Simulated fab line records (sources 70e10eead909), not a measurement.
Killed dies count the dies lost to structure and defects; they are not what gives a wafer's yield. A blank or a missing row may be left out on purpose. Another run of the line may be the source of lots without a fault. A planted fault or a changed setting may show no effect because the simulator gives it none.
A lot that was struck, set against a sound lot :: flow nand-harc :: 13 out of 1159 route steps
Sound: these wafers, L570.1, L570.2, L570.6. Struck: wafers L555.2, L555.3, L555.6. The cause comes at the end.
For every step that has rows: the tool of each side, followed by ch and its chambers, followed by its first start. Under that, the readings that differ: sound wafers :: struck wafers :: difference of the means :: sigmas: that difference in standard deviations of wafers without a fault.
alike: words and numbers the same on both sides, and readings whose means are apart by under 2 such deviations; not compared: readings that were withheld, readings missing a value for some wafer, numbers with overlapping values and no deviation given by the record, and bounds like >300 which may hide the same value.
Wherever a step has rows on one side only, a row that says differs or no value, or a row with sigmas, the two part there. Non-overlapping numbers with no deviation appear without sigmas and do not part them. A reading missing from all wafers of one side parts the sides only when that side holds two or more wafers.

NHARC_P_GATE_STRIP_101: strips in O2, time 20 s.
  sound on rie-diel-06 ch 1,2,3, day 10 14:38; struck on rie-diel-11 ch 0,1, day 7 02:49
  alike: drypump-motor-current-A, oes-product-au, rf-vpp-V, showerhead-plenum-p-Torr, throttle-valve-pct
  not compared: rf-hours-counter-h
then, 11 steps without rows for these wafers: NHARC_P_GATE_PRECLEAN_97 (cleans in SPM, time 600 s); NHARC_P_GATE_SRD_98; NHARC_P_GATE_PRECLEAN_99 (cleans in SC1); NHARC_P_GATE_SRD_100; NHARC_P_GATE_DEHYDRATE_38 (time 120 s); NHARC_P_GATE_HMDS_39 (time 30 s); NHARC_P_GATE_COAT_40; NHARC_P_GATE_SOFTBAKE_41 (time 95 s); NHARC_P_GATE_EBR_42; NHARC_P_GATE_EXPOSE_43 (exposes mask P NSD, target cd 720 nm); NHARC_P_GATE_PEB_44 (peb time 85 s).
NHARC_P_GATE_DEVELOP_45: time 70 s.
  sound on litho-track-05 ch 0, day 10 15:00; struck on litho-track-07, day 7 03:00
  no value came back on the struck wafers for chill-plate-temp-C (C), exhaust-pa (Pa); on the sound wafers chill-plate-temp-C (C) reads 23.14 22.73 23.04

## WHERE THEY PART
At NHARC_P_GATE_DEVELOP_45 and nowhere else, as far as this record goes.

WHY: what the simulator had put in
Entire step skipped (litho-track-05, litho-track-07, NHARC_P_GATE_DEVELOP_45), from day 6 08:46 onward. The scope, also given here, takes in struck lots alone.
